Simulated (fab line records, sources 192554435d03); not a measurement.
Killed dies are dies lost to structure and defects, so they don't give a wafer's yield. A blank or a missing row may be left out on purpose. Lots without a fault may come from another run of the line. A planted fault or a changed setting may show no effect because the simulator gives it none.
A struck lot beside a sound one | flow n5_finfet | 14 steps out of a route of 1938
Sound: wafers L484.1, L484.2, L484.6. Struck: wafers L488.1, L488.4. The cause comes at the end.
At each step with rows: each side's tool, then ch and its chambers, then its first start. Under that, the readings that differ: sound wafers | struck wafers | difference of the means | sigmas: that difference in standard deviations of wafers without a fault.
alike: readings whose means differ by less than 2 such deviations, and words and numbers that are the same on both sides. not compared: withheld readings, readings that some wafer has no value for, bounds like >300 that may hide the same value, and numbers for which the record gives no deviation and whose values overlap.
The two part at a step that has a row with sigmas, a row that says differs or no value, or rows on one side only. Numbers that don't overlap but have no deviation are shown without sigmas and don't part them. A reading that every wafer of one side lacks parts them only if that side has two wafers or more.

first, 6 steps without rows for these wafers: N5_BEOL_M5_COAT_22 (resist thk 30 nm); N5_BEOL_M5_EBR_24; N5_BEOL_M5_SOFTBAKE_23 (time 60 s); N5_BEOL_M5_EXPOSE_25 (exposes mask V4, defocus 10 nm); N5_BEOL_M5_PEB_26 (peb time 60 s); N5_BEOL_M5_DEVELOP_27 (develop time 30 s).
N5_BEOL_M5_CD_MEAS_28: target cd 30.6 nm, target cd y 20 nm.
  sound on cd_sem-02 ch 0, day 10 13:43; struck on cd_sem-03 ch 0, day 11 20:32
  alike: cd_nm
N5_BEOL_M5_OVL_MEAS_29:
  sound on overlay-02 ch 0, day 10 13:45; struck on overlay-02 ch 0, day 11 20:34
  alike: V4_OVL
N5_BEOL_M5_INSPECT_30: inspects for defects (brightfield).
  sound on defect_inspect-01, day 10 13:49; struck on defect_inspect-02, day 11 20:37
  alike: raw_defect_count
N5_BEOL_M5_DESCUM_33: chemistry O2, time 7 s.
  sound on rie_diel-01 ch 0,2, day 10 13:50; struck on rie_diel-02 ch 1,2, day 11 20:39
  alike: bias_power_w, drypump_motor_current_A, oes_product_au, rf_vpp_V, showerhead_plenum_p_Torr, throttle_valve_pct
  not compared: rf_hours_counter_h
N5_BEOL_M5_ETCH_75: etches underlayer in N2/H2, target depth 6.5 nm, time 5.2 s.
  sound on rie_diel-01 ch 0,2, day 10 13:53; struck on rie_diel-02 ch 1,2, day 11 20:41
  alike: drypump_motor_current_A, etch_rf_on_time_s, oes_product_au, rf_vpp_V, showerhead_plenum_p_Torr, throttle_valve_pct
  not compared: rf_hours_counter_h
N5_BEOL_M5_ETCH_67: etches SiARC in CF4, target depth 15.6 nm, time 26 s.
  sound on rie_diel-01 ch 0,2, day 10 13:53; struck on rie_diel-02 ch 1,2, day 11 20:42
  alike: drypump_motor_current_A, etch_rf_on_time_s, oes_product_au, rf_vpp_V, showerhead_plenum_p_Torr, throttle_valve_pct
  not compared: rf_hours_counter_h
N5_BEOL_M5_ETCH_68: etches SOC in N2/H2, target depth 80 nm, overetch 16 nm, time 120 s.
  sound on rie_diel-01 ch 0,2, day 10 13:55; struck on rie_diel-02 ch 1,2, day 11 20:44
  reading                                    | sound             | struck      | difference | sigmas
  run_length_s (s)                           | 143.3 142.9 142.8 | 134.4 134.4 | -8.6       | -19
  model.SiARC_of_BEOL_M5_COAT_66.thk_nm (nm) | 6.4 6.4 6.4       | 6.6 6.6     | +0.2       |
  alike: drypump_motor_current_A, oes_product_au, rf_vpp_V, showerhead_plenum_p_Torr, throttle_valve_pct
  not compared: rf_hours_counter_h
then, 1 step without rows for these wafers: N5_BEOL_M5_STRIP_69 (strips in N2/H2).

WHERE THEY PART
Only at N5_BEOL_M5_ETCH_68, within this record.

WHY: what the simulator had put in
Process parameter drift: rie_diel-02, from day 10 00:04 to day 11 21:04, at N5_BEOL_M5_ETCH_68. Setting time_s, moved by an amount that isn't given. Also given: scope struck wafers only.
